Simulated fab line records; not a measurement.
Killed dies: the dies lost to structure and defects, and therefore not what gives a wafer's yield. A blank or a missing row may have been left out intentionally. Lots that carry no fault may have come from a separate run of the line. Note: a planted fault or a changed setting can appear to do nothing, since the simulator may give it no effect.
A lot that was struck, set against a sound lot :: flow n5Finfet :: 14 out of 1938 route steps
Sound: the wafers L535.3, L535.4, L535.6. The struck wafers were L528.2, L528.3, L528.6. The cause comes at the end.
For every step that has rows: the tool of each side, followed by ch and its chambers, followed by its first start. Under that, the readings that differ: sound wafers :: struck wafers :: difference of the means :: sigmas: that difference in standard deviations of wafers without a fault.
alike: same words and numbers on both sides, and readings whose means sit less than 2 such deviations apart. not compared: any withheld reading, any reading some wafer has no value for, any bound like >300 that may hide the same value, and any number with overlapping values for which the record gives no deviation.
Wherever a step has rows on one side only, a row that says differs or no value, or a row with sigmas, the two part there. When numbers do not overlap yet have no deviation, they are printed without sigmas and do not part them. Lack of a reading on every wafer of one side parts them only where that side has two or more wafers.

N5_BEOL_M1_INSPECT_59: inspects for defects (darkfield).
  struck on defectInspect-01, day 9 15:07; sound on defectInspect-02, day 10 20:54
  alike: rawDefectCount
N5_BEOL_M2_ILD_DEP_00: deposits SiOC from DEMS/O2, target thk 79 nm, time 15.3 s.
  sound on pecvd-02 ch 1,2, day 10 20:56; struck on pecvd-03 ch 0,1, day 9 15:09
  alike: heaterPowerW, showerheadPlenumPTorr, throttleValvePct
N5_BEOL_M2_THK_MEAS_01:
  struck on filmMetro-02, day 9 15:13; sound on filmMetro-01, day 10 21:01
  alike: M2_ILD_THK
N5_BEOL_M2_PECVD_72: deposits SiO2 from TEOS/O2, target thk 16 nm, time 18 s.
  sound on pecvd-03 ch 0,2, day 10 21:04; struck on pecvd-03 ch 0,1, day 9 15:15
  alike: heaterPowerW, showerheadPlenumPTorr, throttleValvePct
N5_BEOL_M2_HM_DEP_02: deposits TiN, target thk 20 nm.
  struck on pvdSputter-01, day 9 16:00; sound on pvdSputter-01, day 10 21:28
  alike: throttleValvePct
then, 7 steps without rows for these wafers: N5_BEOL_M2_COAT_61 (time 60 s, resist thk 60 nm); N5_BEOL_M2_COAT_62 (time 60 s, resist thk 12 nm); N5_BEOL_M2_COAT_73 (time 60 s, resist thk 5 nm); N5_BEOL_M2_COAT_05 (resist thk 30 nm); N5_BEOL_M2_EBR_07; N5_BEOL_M2_SOFTBAKE_06 (time 60 s); N5_BEOL_M2_EXPOSE_08 (exposes mask M2).
N5_BEOL_M2_PEB_09: peb time 60 s.
  sound on lithoTrack-05 ch 0, day 10 21:48; struck on lithoTrack-01, day 9 16:25
  no value came back on the struck wafers for chillPlateTempC (C), exhaustPa (Pa), plateTempC (C), resistLineTempC (C); on the sound wafers chillPlateTempC (C) reads 22.85 22.99 22.81
then, 1 step without rows for these wafers: N5_BEOL_M2_DEVELOP_10 (develop time 30 s).

== WHERE THEY PART ==
Only at N5_BEOL_M2_PEB_09, as far as this record shows.

WHY: what the simulator had put in
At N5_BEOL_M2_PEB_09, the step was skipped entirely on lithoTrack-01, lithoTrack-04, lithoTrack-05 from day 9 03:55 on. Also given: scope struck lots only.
